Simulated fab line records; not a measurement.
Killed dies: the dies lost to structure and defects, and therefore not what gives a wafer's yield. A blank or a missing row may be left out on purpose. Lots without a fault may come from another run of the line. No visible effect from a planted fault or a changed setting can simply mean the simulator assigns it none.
Matching of chambers | flow nand-harc | NHARC_P_M0_DEP_32 on pecvd-04: 3 sister chambers
The step deposits SiCN, target thk 30 nm. 14 wafers are shown with their chamber, then 7 later ones without.

## WAFERS PAIRED WITH THEIR CHAMBERS
wafer  | chamber | heater-power-w (W) | heater-power-outer-w (W)
L075.1 | 0       | 561                | 323
L075.2 | 1       | 574                | 309
L075.4 | 0       | 561                | 324
L077.1 | 1       | 640                | 355
L077.2 | 2       | 676                | 394
L077.3 | 0       | 541                | 290
L079.4 | 2       | 572                | 307
L079.5 | 0       | 531                | 294
L079.6 | 1       | 621                | 353
L082.2 | 1       | 624                | 369
L082.5 | 0       | 549                | 310
L082.6 | 1       | 646                | 370
L085.2 | 0       | 468                | 247
L085.3 | 1       | 605                | 339

SIGNATURES (averages over the wafers above)
reading              | chamber 0 | chamber 1 | chamber 2 | scatter within a chamber
heater-power-w       | 535.17    | 618.33    | 624.00    | 36.8
heater-power-outer-w | 298.00    | 349.17    | 350.50    | 30.9
Rule: for each reading, subtract the chamber's mean from the wafer's reading, divide by that reading's scatter and square the result; add these up over the readings and take the root, which gives the wafer's distance from the chamber. The wafer belongs to the nearest chamber; if the next one is less than 2 further off, it can't be placed. The scatter is the square root of a quotient: the sum, over the shown wafers, of each reading's squared deviation from its chamber's mean, divided by wafers minus chambers.

## WAFERS WHOSE CHAMBER IS MISSING
wafer  | heater-power-w (W) | heater-power-outer-w (W)
L085.4 | 613                | 340
L093.1 | 474                | 260
L093.3 | 747                | 425
L093.5 | 489                | 254
L095.1 | 589                | 332
L095.4 | 663                | 360
L095.5 | 712                | 405

## THE CHAMBER EACH PASSED THROUGH
wafer  | from the rows above          | in truth
L085.4 | can't be placed: 1 or 2      | 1
L093.1 | 0                            | 0
L093.3 | can't be placed: 2 or 1      | 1
L093.5 | 0                            | 0
L095.1 | can't be placed: 1 or 2 or 0 | 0
L095.4 | can't be placed: 2 or 1      | 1
L095.5 | can't be placed: 2 or 1      | 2
2 of 7 placed correctly. Unplaceable from these rows: 5, with the true chamber sitting among the candidates in 5. 0 placed wrongly.
